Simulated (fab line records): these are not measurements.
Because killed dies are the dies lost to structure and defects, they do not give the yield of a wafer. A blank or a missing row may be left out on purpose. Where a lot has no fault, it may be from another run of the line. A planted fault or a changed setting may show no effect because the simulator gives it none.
A lot that was struck, set against a sound lot + flow nandHarc + 41 out of 1302 route steps
Sound: wafers L870.1, L870.4, L870.6. The struck wafers were L879.1, L879.3, L879.4. The cause is given at the end.
At each step with rows: each side's tool, then ch and its chambers, then its first start. Under that, the readings that differ: sound wafers + struck wafers + difference of the means + sigmas: that difference in standard deviations of wafers without a fault.
alike: a reading whose means differ by less than 2 such deviations, as well as words and numbers matching on both sides. not compared: withheld readings; readings where some wafer has no value; bounds like >300 that might hide an equal value; numbers whose values overlap and for which the record gives no deviation.
A row with sigmas, a row that says differs or no value, or rows on one side alone: a step with any of these is where the two part. Non-overlapping numbers with no deviation appear without sigmas and do not part them. A reading that every wafer of one side lacks parts them only if that side has two wafers or more.

first, 7 steps without rows for these wafers: NHARC_A_SGD_CUT_COAT_57 (time 65 s); NHARC_A_SGD_CUT_COAT_03 (resist thk 90 nm); NHARC_A_SGD_CUT_SOFTBAKE_04 (time 55 s); NHARC_A_SGD_CUT_EBR_05; NHARC_A_SGD_CUT_EXPOSE_06 (exposes mask SGD); NHARC_A_SGD_CUT_PEB_07 (peb time 65 s); NHARC_A_SGD_CUT_DEVELOP_08 (develop time 35 s).
NHARC_A_SGD_CUT_CD_MEAS_09: target cd 100 nm.
  sound on cdSem-03 ch 0, day 18 23:07; struck on cdSem-02 ch 0, day 23 02:34
  alike: cdNm
NHARC_A_SGD_CUT_OVL_MEAS_10:
  sound on overlay-01, day 18 23:13; struck on overlay-01, day 23 02:38
  alike: overlayXNm, overlayYNm
NHARC_A_SGD_CUT_INSPECT_11:
  sound on defectInspect-02, day 18 23:15; struck on defectInspect-01, day 23 02:41
  alike: rawDefectCount
then, 1 step without rows for these wafers: NHARC_A_SGD_CUT_DESCUM_14 (chemistry O2, time 3 s).
NHARC_A_SGD_CUT_ETCH_58: etches the open film in CF4, target depth 39 nm, time 65 s.
  sound on rieDiel-06 ch 1,2,3, day 18 23:25; struck on rieDiel-08 ch 1,2,3, day 23 02:50
  alike: cf4FlowSccm, drypumpMotorCurrentA, oesProductAu, rfVppV, showerheadPlenumPTorr, throttleValvePct
  not compared: rfHoursCounterH
NHARC_A_SGD_CUT_ETCH_59: etches the open film in N2/H2, target depth 260 nm, time 406.25 s.
  sound on rieDiel-06 ch 0,3, day 18 23:31; struck on rieDiel-08 ch 1,2,3, day 23 02:55
  alike: drypumpMotorCurrentA, oesProductAu, rfVppV, showerheadPlenumPTorr, throttleValvePct
  not compared: rfHoursCounterH
NHARC_A_SGD_CUT_ETCH_15: etches the open film in CH3F/O2, target depth 75 nm, time 64.3 s.
  sound: rieDiel-06 ch 0,1; struck: rieDiel-08 ch 0,1,3
| reading    | sound             | struck            | difference | sigmas |
|------------|-------------------|-------------------|------------|--------|
| rfVppV (V) | 260.2 262.1 261.7 | 264.6 263.5 266.2 | +3.4       | +2     |
  alike: drypumpMotorCurrentA, oesProductAu, showerheadPlenumPTorr, throttleValvePct
  not compared: rfHoursCounterH
NHARC_A_SGD_CUT_ETCH_16: etches the open film in C4F8/O2/Ar, target depth 310.5 nm, time 155.2 s.
  sound: rieDiel-06 ch 0,1,3; struck: rieDiel-08 ch 0,2,3
  alike: oesProductAu, rfVppV
  not compared: rfHoursCounterH
then, 7 steps without rows for these wafers: NHARC_A_SGD_CUT_STRIP_60 (strips in C4F8/O2/Ar); NHARC_A_SGD_CUT_STRIP_17 (strips in O2); NHARC_A_SGD_CUT_PRECLEAN_18 (cleans in SC1); NHARC_A_SGD_CUT_SRD_19; NHARC_A_SGD_CUT_DEP_20 (deposits SiO2, target thk 150 nm); NHARC_A_SGD_CUT_ANNEAL_27 (time 1800 s); NHARC_A_SGD_CUT_CMP_21 (polishes, target thk 148.19 nm).
NHARC_A_SGD_CUT_THK_MEAS_22: measures by ellipsometry.
  sound on filmMetro-01, day 19 07:55; struck on filmMetro-02, day 23 11:19
  alike: thkNm
then, 4 steps without rows for these wafers: NHARC_A_SGD_CUT_SRD_23; NHARC_A_SGD_CUT_ETCH_26 (etches SiO2 in dHF, target depth 45.8 nm); NHARC_A_SGD_CUT_ETCHBACK_24 (etches the open film in CH3F/O2, target depth 50 nm, time 92.857 s); NHARC_A_SGD_CUT_STRIP_28 (strips in O2, time 20 s).
NHARC_A_SLIT_DEP_25: deposits SiO2, target thk 200 nm.
  sound on pecvd-04 ch 0,2, day 19 08:27; struck on pecvd-03 ch 1,2, day 23 11:51
  alike: heaterPowerW, throttleValvePct
then, 1 step without rows for these wafers: NHARC_A_SLIT_DEP_00 (deposits aC, target thk 6200 nm).
NHARC_A_SLIT_DEP_23: deposits SiON, target thk 100 nm.
  sound on pecvd-02 ch 0,1,2, day 19 16:31; struck on pecvd-03 ch 0,2, day 23 16:01
  alike: heaterPowerW
then, 8 steps without rows for these wafers: NHARC_A_SLIT_DEHYDRATE_01 (time 120 s); NHARC_A_SLIT_HMDS_02 (time 30 s); NHARC_A_SLIT_COAT_03 (resist thk 90 nm); NHARC_A_SLIT_SOFTBAKE_04 (time 55 s); NHARC_A_SLIT_EBR_05; NHARC_A_SLIT_EXPOSE_06 (exposes mask SLIT); NHARC_A_SLIT_PEB_07 (peb time 65 s); NHARC_A_SLIT_DEVELOP_08 (develop time 35 s).
NHARC_A_SLIT_CD_MEAS_09: target cd 300 nm.
  sound on cdSem-03 ch 0, day 19 17:10; struck on cdSem-02 ch 0, day 23 16:40
| reading   | sound             | struck            | difference | sigmas |
|-----------|-------------------|-------------------|------------|--------|
| cdNm (nm) | 299.2 299.0 298.6 | 300.9 299.8 300.5 | +1.5       | +3     |
NHARC_A_SLIT_OVL_MEAS_10:
  sound on overlay-01, day 19 17:15; struck on overlay-01, day 23 16:46
  alike: overlayXNm, overlayYNm
-- jump in the record: it breaks off in module A_SLIT and resumes in module END (first step shown: number 1302 of the route), and 4 days separate the struck wafers' starts before and after --
NHARC_END_SORT_01:
  at this point the record logs the struck wafers (prober-01 ch 0, day 28 03:24) and has no rows for the sound ones

== WHERE THEY PART ==
At NHARC_A_SGD_CUT_ETCH_15 first; at NHARC_END_SORT_01 last (within this record only).

WHY: whatever the simulator had introduced
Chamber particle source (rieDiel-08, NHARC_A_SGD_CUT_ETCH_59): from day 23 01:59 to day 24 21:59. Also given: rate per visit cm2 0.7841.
